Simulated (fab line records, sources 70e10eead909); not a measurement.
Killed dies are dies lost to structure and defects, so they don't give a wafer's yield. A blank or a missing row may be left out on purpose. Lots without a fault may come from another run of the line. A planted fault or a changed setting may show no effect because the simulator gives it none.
Which tool did it? | flow nand_harc | 15 lots, 45 wafers sampled, at 4 steps of a route of 1302

WHAT THE GAUGES READ, wafer by wafer
The record holds no reading of a measuring or inspecting step that can be judged against a usual standard deviation.

WHICH TOOL RAN EACH LOT (tool, then ch and the chambers of the sampled wafers, then the start)
lot  | NHARC_THIN_TSV_CMP_01         | NHARC_THIN_TSV_STRIP_45              | NHARC_THIN_TSV_PVD_51                   | NHARC_THIN_TSV_ETCH_36
L291 | cmp-01 ch 0,2, day 24 00:05   | plasma_asher-02 ch 1, day 24 02:29   | pvd_sputter-02, day 24 07:56 or earlier | rie_metal-02 ch 0,1, day 24 07:56
L293 | cmp-02 ch 1,3, day 24 08:38   | plasma_asher-02 ch 0, day 24 10:54   | pvd_sputter-03, day 24 16:12 or earlier | rie_metal-02 ch 1, day 24 16:12
L290 | cmp-02 ch 0,1, day 24 09:47   | plasma_asher-02 ch 0,1, day 24 12:26 | pvd_sputter-01, day 24 17:50 or earlier | rie_metal-01 ch 0,1, day 24 17:50
L296 | cmp-02 ch 0,1, day 25 22:02   | plasma_asher-01 ch 0,1, day 26 00:15 | pvd_sputter-03, day 26 05:40 or earlier | rie_metal-03 ch 0,1, day 26 05:40
L298 | cmp-01 ch 0,1,3, day 26 20:38 | plasma_asher-01 ch 1, day 26 23:01   | pvd_sputter-03, day 27 04:26 or earlier | rie_metal-01 ch 0,1, day 27 04:26
L297 | cmp-01 ch 0,3, day 26 21:50   | plasma_asher-01 ch 0,1, day 27 00:11 | pvd_sputter-03, day 27 05:42 or earlier | rie_metal-03 ch 0,1, day 27 05:42
L300 | cmp-01 ch 2,3, day 28 22:26   | plasma_asher-02 ch 1, day 29 00:51   | pvd_sputter-01, day 29 06:17 or earlier | rie_metal-02 ch 0,1, day 29 06:17
L303 | cmp-01 ch 1,2, day 29 03:36   | plasma_asher-02 ch 0,1, day 29 06:01 | pvd_sputter-02, day 29 11:30 or earlier | rie_metal-03 ch 0,1, day 29 11:30
L302 | cmp-02 ch 0,1,2, day 29 04:48 | plasma_asher-02 ch 0,1, day 29 07:17 | pvd_sputter-03, day 29 12:43 or earlier | rie_metal-02 ch 0,1, day 29 12:43
L304 | cmp-01 ch 1,2,3, day 30 18:22 | plasma_asher-02 ch 0,1, day 30 20:44 | pvd_sputter-01, day 30 22:41            | rie_metal-02 ch 0,1, day 31 02:05
L305 | cmp-04 ch 0,2, day 30 19:35   | plasma_asher-02 ch 0,1, day 30 21:47 | pvd_sputter-03, day 31 03:13 or earlier | rie_metal-03 ch 0,1, day 31 03:13
L308 | cmp-04 ch 2,3, day 31 12:41   | plasma_asher-01 ch 0,1, day 31 15:07 | pvd_sputter-01, day 31 20:29 or earlier | rie_metal-02 ch 0,1, day 31 20:29
L310 | cmp-04 ch 0,1, day 31 16:13   | plasma_asher-01 ch 0,1, day 31 18:34 | pvd_sputter-03, day 31 23:59 or earlier | rie_metal-03 ch 0,1, day 31 23:59
L312 | cmp-01 ch 0,1,2, day 32 02:36 | plasma_asher-01 ch 0,1, day 32 04:58 | pvd_sputter-03, day 32 10:23 or earlier | rie_metal-02 ch 0,1, day 32 10:23
L313 | cmp-04 ch 0,2,3, day 33 10:11 | plasma_asher-01 ch 0,1, day 33 12:37 | pvd_sputter-03, day 33 14:31            | rie_metal-01 ch 1, day 33 18:03
- NHARC_THIN_TSV_CMP_01: polishes.
- NHARC_THIN_TSV_STRIP_45: strips in O2.
- NHARC_THIN_TSV_PVD_51: deposits Cu, target thk 100 nm.
- NHARC_THIN_TSV_ETCH_36: etches the open film in Cl2/BCl3, target depth 65 nm, time 18.571 s.

WHAT THE TOOLS THEMSELVES READ (means of the sampled wafers that have a number; where no wafer has one, the mark that the record gives instead)
NHARC_THIN_TSV_CMP_01.
lot  | tool   | motor_current_A (A) | slurry_filter_dp_kPa (kPa)
L291 | cmp-01 | 13.3                | 13.43
L293 | cmp-02 | 13.0                | 13.39
L290 | cmp-02 | 13.3                | 13.49
L296 | cmp-02 | 13.3                | 13.63
L298 | cmp-01 | 12.3                | 13.54
L297 | cmp-01 | 12.5                | 13.45
L300 | cmp-01 | 12.8                | 13.41
L303 | cmp-01 | 11.9                | 13.52
L302 | cmp-02 | 12.6                | 13.55
L304 | cmp-01 | 12.0                | 13.51
L305 | cmp-04 | 12.9                | 13.51
L308 | cmp-04 | 12.8                | 13.66
L310 | cmp-04 | 13.1                | 13.62
L312 | cmp-01 | 12.5                | 13.54
L313 | cmp-04 | 12.4                | 13.32

NHARC_THIN_TSV_STRIP_45.
lot  | tool            | drypump_motor_current_A (A) | heater_power_w (W) | temp_c (C)
L291 | plasma_asher-02 | 5.1                         | 338                | 249.91
L293 | plasma_asher-02 | 5.0                         | 304                | 249.91
L290 | plasma_asher-02 | 5.0                         | 319                | 249.95
L296 | plasma_asher-01 | 6.1                         | 345                | 250.20
L298 | plasma_asher-01 | 6.2                         | 310                | 250.06
L297 | plasma_asher-01 | 6.1                         | 351                | 250.17
L300 | plasma_asher-02 | 5.1                         | 334                | 249.94
L303 | plasma_asher-02 | 5.0                         | 315                | 249.87
L302 | plasma_asher-02 | 5.1                         | 314                | 250.10
L304 | plasma_asher-02 | 5.0                         | 319                | 249.92
L305 | plasma_asher-02 | 5.0                         | 295                | 249.98
L308 | plasma_asher-01 | 6.2                         | 309                | 250.20
L310 | plasma_asher-01 | 6.2                         | 312                | 250.16
L312 | plasma_asher-01 | 6.1                         | 332                | 250.14
L313 | plasma_asher-01 | 6.1                         | 334                | 250.07

NHARC_THIN_TSV_PVD_51.
lot  | tool           | throttle_valve_pct (%)
L291 | pvd_sputter-02 | 30.5
L293 | pvd_sputter-03 | 29.3
L290 | pvd_sputter-01 | 30.5
L296 | pvd_sputter-03 | 30.4
L298 | pvd_sputter-03 | 30.3
L297 | pvd_sputter-03 | 29.8
L300 | pvd_sputter-01 | 31.5
L303 | pvd_sputter-02 | 30.3
L302 | pvd_sputter-03 | 30.1
L304 | pvd_sputter-01 | 31.5
L305 | pvd_sputter-03 | 30.3
L308 | pvd_sputter-01 | 31.5
L310 | pvd_sputter-03 | 30.3
L312 | pvd_sputter-03 | 29.5
L313 | pvd_sputter-03 | 29.3

NHARC_THIN_TSV_ETCH_36.
lot  | tool         | chamber_pressure_mTorr (mTorr) | drypump_motor_current_A (A) | oes_product_au (a.u.)
L291 | rie_metal-02 | 10.000                         | 5.9                         | 0.999
L293 | rie_metal-02 | 9.997                          | 6.1                         | 1.001
L290 | rie_metal-01 | 10.000                         | 6.2                         | 0.989
L296 | rie_metal-03 | 10.002                         | 5.8                         | 0.992
L298 | rie_metal-01 | 9.992                          | 6.2                         | 0.995
L297 | rie_metal-03 | 9.997                          | 5.6                         | 0.997
L300 | rie_metal-02 | 9.989                          | 5.7                         | 1.004
L303 | rie_metal-03 | 10.004                         | 5.8                         | 0.989
L302 | rie_metal-02 | 9.998                          | 5.7                         | 0.998
L304 | rie_metal-02 | 9.995                          | 5.7                         | 0.997
L305 | rie_metal-03 | -                              | -                           | -
L308 | rie_metal-02 | -                              | -                           | -
L310 | rie_metal-03 | -                              | -                           | -
L312 | rie_metal-02 | 9.999                          | 5.8                         | 1.007
L313 | rie_metal-01 | 10.006                         | 5.7                         | 0.985

THE ANSWER, worked out from the rows above alone
Rule: what is usual is taken from the lots themselves. Put in order of their means at a reading, lots are off if they are a third of the lots or fewer, leave a main group of 4 or more, and stand apart from it by a gap of 3 or more times the standard deviation of the main group's means; of several such gaps the widest counts. A main group whose means are all the same, to the digits that the tables above print for the reading, isn't used. A lot without any number at a reading at which 4 lots or more have one is off too. The other lots that the step has rows for count as sound. The gauges are gone through in route order, then the tools' own readings, and for those a lot's mean is taken as printed above. The first step at which some lot is off is used, and at that step the reading that is off furthest; a lot without a number counts as furthest.
Off: L305, L308, L310, at NHARC_THIN_TSV_ETCH_36 (chamber_pressure_mTorr). Without a number there: L305, L308, L310. The main group: mean 9.998 mTorr, standard deviation 0.0046.
A tool fits if, at that step or a process step before it, it ran every lot that is off, and no sound lot after the first of them. NHARC_THIN_TSV_PVD_51 gives no start for some lots, so the hours and the order of its lots are those of NHARC_THIN_TSV_ETCH_36. None of those tried fits.

WHAT THE SIMULATOR HAD PUT IN
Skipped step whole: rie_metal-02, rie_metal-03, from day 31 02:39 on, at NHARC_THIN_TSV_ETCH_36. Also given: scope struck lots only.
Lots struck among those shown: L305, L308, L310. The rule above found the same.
